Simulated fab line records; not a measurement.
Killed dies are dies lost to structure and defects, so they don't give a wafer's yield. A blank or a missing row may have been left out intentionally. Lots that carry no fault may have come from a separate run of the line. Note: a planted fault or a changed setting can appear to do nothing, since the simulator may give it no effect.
fab line records | flow n5Finfet
record: lots: 10 wafers: 29 lastDay: 18
route steps=1938 shown MOL_CONTACT_COAG@539 PASSIVATION@1936
lots that met no fault: taken from a fault-free run of the same line
startH: hours from the record's first day to the start of the lot's first wafer shown | waitH: hours since the lot's step before | " the same as in the row above | L1.1+2: several wafers, shown together as one row | - no value, or no start was given | * or withheld: withheld | < > ~ a bound
route shown NAME@n: names a module that has steps shown in the file, with the first one's number in the route | usual: mean/standard deviation of fault-free wafers | same: alike in all rows | chamber/n: place in a boat | sites: each site's reading | _std_site: standard deviation of those values | _edge_site: mean of outer sites minus mean of inner sites | radiusMm: how far each site lies from the wafer's centre | mask NAME#n: copy n | behind: the most recent tool/chamber to have shaped the wafer | hold: the reason the lot was held/the length of the hold in hours/how it ended | device: whichever transistor did not switch (one of n, p or np) | end of line: the same wafers' tests at the end of the route | step lacking rows: just its recipe | killed: at the first sort, the dies lost to defects and structure; wafer yield is something else | map: shows each die of a wafer: x if killed, . if not, _ if none is there
set.NAME: setting as actually run; set.NAME@STEP: the setting as run at that earlier step | model.NAME: the simulator's own value behind a step, which no gauge read
one table for each step of the route and one row for each wafer, over a sample of lots
services: the hour from which a tool's chamber was out of use, counted from the record's first day as startH (under 0 if before that day), plus the number of hours and why
== steps ==
step: N5_MOL_CONTACT_COAG_STRIP_98
recipe: chemistry: N2/H2 powerW: 500 tempC: 40 pressureMtorr: 50 rfFrequencyHz: 6e+07 overashFraction: 0.3 biasPowerW: 8 h2Frac: 0.5 n2FlowSccm: 300 h2FlowSccm: 300
usual: drypumpMotorCurrentA: 5.7/0.36 oesProductAu: 0.83/0.097 rfVppV: 54.4/1.4 showerheadPlenumPTorr: 3.37/0.14 tempC: 40.00/0.11 throttleValvePct: 18.9/0.35
columns lot.wafer tool chamber startH waitH drypumpMotorCurrentA oesProductAu rfHoursCounterH rfVppV showerheadPlenumPTorr tempC throttleValvePct
L264.1 rieDiel-05 0 87.22 0.0 5.5 0.83 85 52.9 3.15 40.00 19.3
L264.3 " 2 " " 5.7 0.90 20 56.1 3.54 40.03 18.6
L264.5 " 1 " " 5.6 0.66 - 54.6 3.32 39.92 19.4
L267.2 rieDiel-05 3 106.04 0.0 5.5 0.70 213 56.6 3.47 40.02 18.8
L267.4 " 2 " " 5.6 0.91 27 55.6 3.54 39.95 18.7
L267.6 " 1 " " 5.6 0.67 - 52.4 3.32 39.83 19.4
L268.1 rieDiel-05 3 113.88 0.0 5.5 0.70 215 54.5 3.47 39.89 18.9
L268.4 " 1 " " 5.6 0.67 245 53.8 3.32 39.82 19.4
L268.6 " 0 " " 5.6 0.81 - 52.2 3.14 39.94 19.3
L270.1 rieDiel-01 3 125.26 0.0 6.5 0.95 11 55.7 3.56 40.03 18.7
L270.3 " 0 " " 5.6 0.96 2 53.8 3.31 39.96 18.8
L270.4 " 3 " " 6.5 0.95 - 55.0 3.56 39.96 18.7
L273.1 rieDiel-01 0 144.56 0.0 5.7 0.91 9 53.7 3.30 39.90 18.8
L273.2 " 1 " " 5.8 0.90 45 52.5 3.31 40.14 19.3
L273.5 " 3 " " 6.5 0.91 - 54.2 3.56 39.90 18.7
L275.2 rieDiel-01 2 157.02 0.0 5.1 0.97 6 55.0 3.28 40.05 18.1
L275.4 " 1 " " 5.8 0.91 50 52.3 3.30 40.06 19.3
L275.6 " 0 " " 5.7 0.91 - 55.5 3.30 39.89 18.8
L276.2 rieDiel-05 1 163.47 0.0 5.6 0.96 3 53.6 3.31 39.98 19.0
L276.4 " 3 " " 5.5 0.69 233 53.5 3.46 40.23 18.9
L276.5 " 0 " " 5.5 0.79 - 54.2 3.13 39.92 19.3
L277.3 rieDiel-05 1 167.03 0.0 5.5 0.95 5 54.1 3.31 40.01 19.0
L277.4 " 2 " " 5.6 0.86 49 52.8 3.52 39.97 18.7
L277.5 " 2 " " 5.7 0.86 - 57.0 3.52 39.99 18.7
L279.1 rieDiel-01 1 177.04 0.0 5.9 0.89 57 55.9 3.30 39.91 19.3
L279.2 " 3 " " 6.5 0.90 31 54.1 3.55 39.89 18.7
L286.1 rieDiel-01 3 228.08 0.0 6.5 0.86 48 53.0 3.54 40.09 18.7
L286.3 " 0 " " 5.7 0.86 39 54.9 3.29 40.17 18.8
L286.4 " 1 " " 5.9 0.87 75 54.9 3.29 39.88 19.3
step: N5_MOL_CONTACT_COAG_ALD_123
recipe: material: SiNx targetThkA: 50 tempC: 400 aldPrecursorFamily: SiH2I2 aldCoReactant: N2/H2-plasma pulseTimeS: 1 purgeTimeS: 2 coReactantPurgeTimeS: 2 aldCycles: 100 pressureTorr: 2
usual: heaterPowerW: 828/61 precursorPulseHeightRel: 0.998/0.02
same: coReactantPurgeTimeS: 2
columns lot.wafer tool chamber startH waitH heaterPowerW precursorPulseHeightRel
L264.1 aldSin-04 1 95.18 1.1 765 0.987
L264.3 " 0 " " 813 0.936
L264.5 " 2 " " 825 1.003
L267.2 aldSin-03 3 114.53 0.0 925 1.006
L267.4 " 2 " " 947 0.999
L267.6 " 3 " " 946 0.998
L268.1 aldSin-01 1 124.26 0.0 780 1.004
L268.4 " 0 " " 773 0.975
L268.6 " 0 " " 764 1.020
L270.1 aldSin-01 3 134.64 0.1 834 0.993
L270.3 " 2 " " 848 0.981
L270.4 " 1 " " 798 0.994
L273.1 aldSin-03 0 153.69 0.0 733 1.022
L273.2 " 2 " " 957 1.003
L273.5 " 1 " " 880 1.000
L275.2 aldSin-04 1 168.17 0.0 776 1.012
L275.4 " 0 " " 823 0.968
L275.6 " 1 " " 793 0.996
L276.2 aldSin-03 3 171.69 0.0 915 0.996
L276.4 " 3 " " 941 1.013
L276.5 " 0 " " 708 1.022
L277.3 aldSin-01 2 176.93 0.1 857 0.999
L277.4 " 0 " " 794 0.985
L277.5 " 2 " " 867 1.014
L279.1 aldSin-03 1 184.28 0.1 906 1.037
L279.2 " 3 " " 909 1.016
L286.1 aldSin-04 1 236.43 0.1 799 1.001
L286.3 " 2 " " 821 1.001
L286.4 " 0 " " 842 1.004
step: N5_MOL_CONTACT_COAG_EXPOSE_81
recipe: maskId: VG na: 0.33 sourceShape: annular sigmaInner: 0.3 sigmaOuter: 0.7 polarization: unpolarized defocusNm: 0 doseMj: 59.5
usual: exposureDoseMJCm2: 59.48/0.065
columns lot.wafer tool chamber startH waitH mask exposureDoseMJCm2
L264.1 euvScanner-01 0 96.00 - VG#0 59.45
L264.3 " 0 " " VG#0 59.42
L264.5 " 0 " " VG#0 59.53
L267.2 euvScanner-01 0 115.24 - VG#0 59.54
L267.4 " 0 " " VG#0 59.52
L267.6 " 0 " " VG#0 59.57
L268.1 euvScanner-02 0 125.08 - VG#0 59.56
L268.4 " 0 " " VG#0 59.41
L268.6 " 0 " " VG#0 59.45
L270.1 euvScanner-02 0 135.34 - VG#0 59.45
L270.3 " 0 " " VG#0 59.42
L270.4 " 0 " " VG#0 59.46
L273.1 euvScanner-01 0 154.38 - VG#0 59.45
L273.2 " 0 " " VG#0 59.52
L273.5 " 0 " " VG#0 59.44
L275.2 euvScanner-02 0 169.00 - VG#0 59.49
L275.4 " 0 " " VG#0 59.51
L275.6 " 0 " " VG#0 59.59
L276.2 euvScanner-02 0 172.40 - VG#0 59.51
L276.4 " 0 " " VG#0 59.57
L276.5 " 0 " " VG#0 59.56
L277.3 euvScanner-01 0 177.77 - VG#0 59.53
L277.4 " 0 " " VG#0 59.56
L277.5 " 0 " " VG#0 59.52
L279.1 euvScanner-01 0 184.98 - VG#0 59.58
L279.2 " 0 " " VG#0 59.65
L286.1 euvScanner-02 0 237.26 - VG#0 59.51
L286.3 " 0 " " VG#0 59.42
L286.4 " 0 " " VG#0 59.41
step: N5_MOL_CONTACT_COAG_CD_MEAS_84
recipe: targetCdNm: 25.1 landingEnergyEv: 500 detector: seInlens polarity: opening
usual: cdNm: 25.17/0.21
same: landingEnergyEv: 500
columns lot.wafer tool chamber startH waitH cdNm
L264.1 cdSem-03 0 96.15 - 24.97
L264.3 " 0 " " 25.13
L264.5 " 0 " " 25.38
L267.2 cdSem-01 0 115.37 - 25.28
L267.4 " 0 " " 24.92
L267.6 " 0 " " 25.51
L268.1 cdSem-01 0 125.22 - 25.40
L268.4 " 0 " " 25.52
L268.6 " 0 " " 25.41
L270.1 cdSem-03 0 135.48 - 25.03
L270.3 " 0 " " 24.74
L270.4 " 0 " " 25.32
L273.1 cdSem-01 0 154.53 - 25.00
L273.2 " 0 " " 25.43
L273.5 " 0 " " 25.30
L275.2 cdSem-02 0 169.14 - 25.46
L275.4 " 0 " " 25.50
L275.6 " 0 " " 25.20
L276.2 cdSem-01 0 172.54 - 24.94
L276.4 " 0 " " 24.84
L276.5 " 0 " " 24.94
L277.3 cdSem-01 0 177.90 - 25.37
L277.4 " 0 " " 21.96
L277.5 " 0 " " 25.01
L279.1 cdSem-03 0 185.12 - 24.99
L279.2 " 0 " " 21.83
L286.1 cdSem-02 0 237.40 - 25.53
L286.3 " 0 " " 25.42
L286.4 " 0 " " 25.51
step: N5_MOL_CONTACT_COAG_ALD_131
recipe: material: SiO2 targetThkA: 50 tempC: 100 aldPrecursorFamily: BDEAS aldCoReactant: O2-plasma pulseTimeS: 1 coReactantPulseTimeS: 1 purgeTimeS: 2 coReactantPurgeTimeS: 2 aldCycles: 35 pressureTorr: 2
usual: heaterPowerW: 77/6.2 precursorPulseHeightRel: 0.999/0.021
same: coReactantPurgeTimeS: 2
columns lot.wafer tool chamber startH waitH heaterPowerW precursorPulseHeightRel
L264.1 aldSin-04 1 96.62 0.3 71 1.002
L264.3 " 2 " " 76 1.009
L264.5 " 0 " " 75 1.009
L267.2 aldSin-01 0 115.64 0.1 71 0.979
L267.4 " 2 " " 79 0.966
L267.6 " 0 " " 72 0.983
L268.1 aldSin-01 0 125.48 0.1 71 0.984
L268.4 " 2 " " 78 0.970
L268.6 " 2 " " 79 0.999
L270.1 aldSin-01 2 135.74 0.1 80 1.002
L270.3 " 3 " " 75 0.974
L270.4 " 1 " " 72 1.028
L273.1 aldSin-03 3 154.78 0.1 86 1.004
L273.2 " 2 " " 87 1.020
L273.5 " 1 " " 81 0.969
L275.2 aldSin-04 0 169.45 0.1 77 0.993
L275.4 " 2 " " 75 0.997
L275.6 " 3 " " 71 1.043
L276.2 aldSin-03 1 172.79 0.1 79 1.019
L276.4 " 0 " " 69 1.003
L276.5 " 3 " " 84 0.967
L277.3 aldSin-01 1 178.16 0.1 73 1.045
L277.4 " 3 " " 76 0.999
L277.5 " 1 " " 74 0.993
L279.1 aldSin-01 0 186.03 0.6 72 1.020
L279.2 " 1 " " 76 0.968
L286.1 aldSin-04 1 237.66 0.1 72 1.016
L286.3 " 3 " " 70 0.991
L286.4 " 2 " " 78 1.003
step: N5_MOL_CONTACT_COAG_CD_MEAS_137
recipe: targetCdNm: 16
usual: cdNm: 16.0/0.4
columns lot.wafer tool chamber startH waitH cdNm
L264.1 cdSem-03 - 97.33 0.0 15.7
L264.3 " - " " 16.5
L264.5 " - " " 16.0
L267.2 cdSem-03 - 116.31 0.0 15.7
L267.4 " - " " 15.5
L267.6 " - " " 15.6
L268.1 cdSem-01 - 126.15 0.0 17.0
L268.4 " - " " 16.1
L268.6 " - " " 15.8
L270.1 cdSem-03 - 136.41 0.0 16.5
L270.3 " - " " 15.9
L270.4 " - " " 15.8
L273.1 cdSem-03 - 155.48 0.0 15.8
L273.2 " - " " 16.2
L273.5 " - " " 16.9
L275.2 cdSem-02 - 170.12 0.0 15.9
L275.4 " - " " 15.5
L275.6 " - " " 16.0
L276.2 cdSem-03 - 173.62 0.0 15.9
L276.4 " - " " 15.9
L276.5 " - " " 16.0
L277.3 cdSem-02 - 178.85 0.0 16.3
L277.4 " - " " 12.9
L277.5 " - " " 15.8
L279.1 cdSem-03 - 186.70 0.0 15.5
L279.2 " - " " 13.2
L286.1 cdSem-01 - 238.33 0.0 15.6
L286.3 " - " " 16.2
L286.4 " - " " 16.7
step: N5_PASSIVATION_PROBE_49
usual: killed_at_M0_to_M3: 33/11 killed_at_M4_up: 14/5 killedAtContacts: 11/7.3 killedAtFrontEnd: 43/12 killedAtOther: 4/3.1 killedDies: 106/17 killedOnRim: 14/3.8 killedOpen: 69/13 killedShort: 34/8.7
same: grossDies: 1180 killedAtBackSide: 0
columns lot.wafer tool chamber startH waitH killed_at_M0_to_M3 killed_at_M4_up killedAtContacts killedAtFrontEnd killedAtOther killedDies killedOnRim killedOpen killedShort
L277.3 prober-02 - 384.38 0.1 27 5 17 43 6 98 12 59 39
L277.4 prober-02 - 384.43 0.2 21 10 1101 41 7 1180 152 58 35
L277.5 prober-02 - 384.48 0.2 44 10 13 42 6 115 11 82 33
L279.1 prober-01 - 389.84 0.0 34 10 5 52 1 102 13 71 30
L279.2 prober-01 - 389.89 0.1 16 22 1069 67 6 1180 152 88 33
L276.4 prober-01 - 394.44 0.2 41 10 5 52 2 110 14 74 36
killed by level:class
L277.3 BEOL_M0_SAQP:geometricParticle:short=14 MOL_CONTACT_COAG:geometricParticle:open=14 STI_FIN_REVEAL:geometricParticle:open=11 FIN_SAQP:geometricParticle:open=10 FIN_SAQP:geometricParticle:short=5 STI_FIN_REVEAL:geometricParticle:short=4 DUMMY_GATE:geometricParticle:open=4 BEOL_M0_SAQP:geometricParticle:open=4
L277.4 MOL_CONTACT_COAG:areaExpose=1086 MOL_CONTACT_COAG:geometricParticle:open=13 FIN_SAQP:geometricParticle:open=10 STI_FIN_REVEAL:geometricParticle:open=10 FIN_SAQP:geometricParticle:short=6 BEOL_M1:geometricParticle:open=6 BEOL_M0_SAQP:geometricParticle:short=5 STI_FIN_REVEAL:geometricParticle:short=4
L277.5 STI_FIN_REVEAL:geometricParticle:open=15 BEOL_M0_SAQP:geometricParticle:open=13 BEOL_M0_SAQP:geometricParticle:short=12 MOL_CONTACT_COAG:geometricParticle:open=11 FIN_SAQP:geometricParticle:open=10 BEOL_M1:geometricParticle:open=7 BEOL_M1:geometricParticle:short=5 BEOL_M2:geometricParticle:open=5
L279.1 STI_FIN_REVEAL:geometricParticle:open=21 FIN_SAQP:geometricParticle:short=12 FIN_SAQP:geometricParticle:open=9 BEOL_M2:geometricParticle:open=8 BEOL_M0_SAQP:geometricParticle:open=6 BEOL_M3:geometricParticle:open=6 BEOL_M0:geometricParticle:open=4 STI_FIN_REVEAL:geometricParticle:short=3
L279.2 MOL_CONTACT_COAG:areaExpose=1058 STI_FIN_REVEAL:geometricParticle:open=26 FIN_SAQP:geometricParticle:open=17 MOL_CONTACT_COAG:geometricParticle:open=8 FIN_SAQP:geometricParticle:short=7 STI_FIN_REVEAL:geometricParticle:short=7 BEOL_M4:geometricParticle:open=6 BEOL_M5:geometricParticle:open=5
L276.4 FIN_SAQP:geometricParticle:open=19 BEOL_M0_SAQP:geometricParticle:open=15 BEOL_M0_SAQP:geometricParticle:short=12 FIN_SAQP:geometricParticle:short=9 BEOL_M3:geometricParticle:open=7 BEOL_M4:geometricParticle:open=6 MOL_CONTACT_COAG:geometricParticle:open=5 STI_FIN_REVEAL:geometricParticle:open=4
== services ==
columns tool chamber startH hours kind
euvScanner-01 - 82.58 1.0 pm
euvScanner-02 - 104.48 1.0 pm
euvScanner-01 - 115.74 12.0 pm
euvScanner-01 - 127.74 4.6 pm
euvScanner-01 - 138.73 1.0 pm
euvScanner-02 - 160.63 1.0 pm
aldSin-04 - 177.45 14.0 pm
aldSin-04 0 177.45 14.0 ventCycle
aldSin-04 1 177.45 14.0 ventCycle
aldSin-04 2 177.45 14.0 ventCycle
aldSin-04 3 177.45 14.0 ventCycle
rieDiel-05 0 191.10 10.4 repair
aldSin-04 0 191.45 - clean
rieDiel-01 2 193.46 18.9 repair
euvScanner-01 - 194.88 1.0 pm
aldSin-03 1 198.63 5.4 repair
euvScanner-02 - 200.16 3.8 repair
euvScanner-01 - 204.83 5.8 pm
euvScanner-02 - 213.85 12.0 pm
aldSin-03 3 216.99 2.3 repair
euvScanner-02 - 225.85 4.6 pm
aldSin-03 3 228.90 1.7 repair
euvScanner-02 - 232.63 0.3 repair
aldSin-01 2 236.38 5.2 repair
== key ==
firstSign: step: N5_MOL_CONTACT_COAG_CD_MEAS_84 reading: cdNm direction: down sigmas: 16 usual: 25.17 struck: 21.90
effect: step: N5_MOL_CONTACT_COAG_CD_MEAS_137 reading: cdNm direction: down sigmas: 7.4 usual: 16.0 struck: 13.1
effect: step: N5_PASSIVATION_PROBE_49 reading: killedAtContacts direction: up sigmas: 99+ usual: 11 struck: 1085
moreKillsBornAt: N5_MOL_CONTACT_COAG_EXPOSE_81@euvScanner-01: 2144
metAt N5_MOL_CONTACT_COAG_EXPOSE_81
struckLots L277,L279
struckWafers L277.4,L279.2
laterRowsLeftOut L277.4,L279.2
testerLeftOut L277,L279
notActingAt N5_MOL_CONTACT_COAG_STRIP_98,N5_MOL_CONTACT_COAG_ALD_123,N5_MOL_CONTACT_COAG_ALD_131
onsetBetween 154.38 177.77
fault: kind: processParameterDrift tool: euvScanner-01 chamber: - onsetH: 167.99 steps: N5_MOL_CONTACT_COAG_EXPOSE_81 channel: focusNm offset: 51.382 shape: step endH: 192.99 scope: struckWafersOnly
testerLeftOut: of these lots the tester's yield and bins aren't shown, on N5 and GAA mostly nor the transistor test; their killed dies are dies lost to structure and defects alone, not to doping, threshold or leakage, so they don't give the yield
laterRowsLeftOut: the simulator's readings of these wafers behind a module that went badly wrong aren't trusted and aren't shown, but for the sort
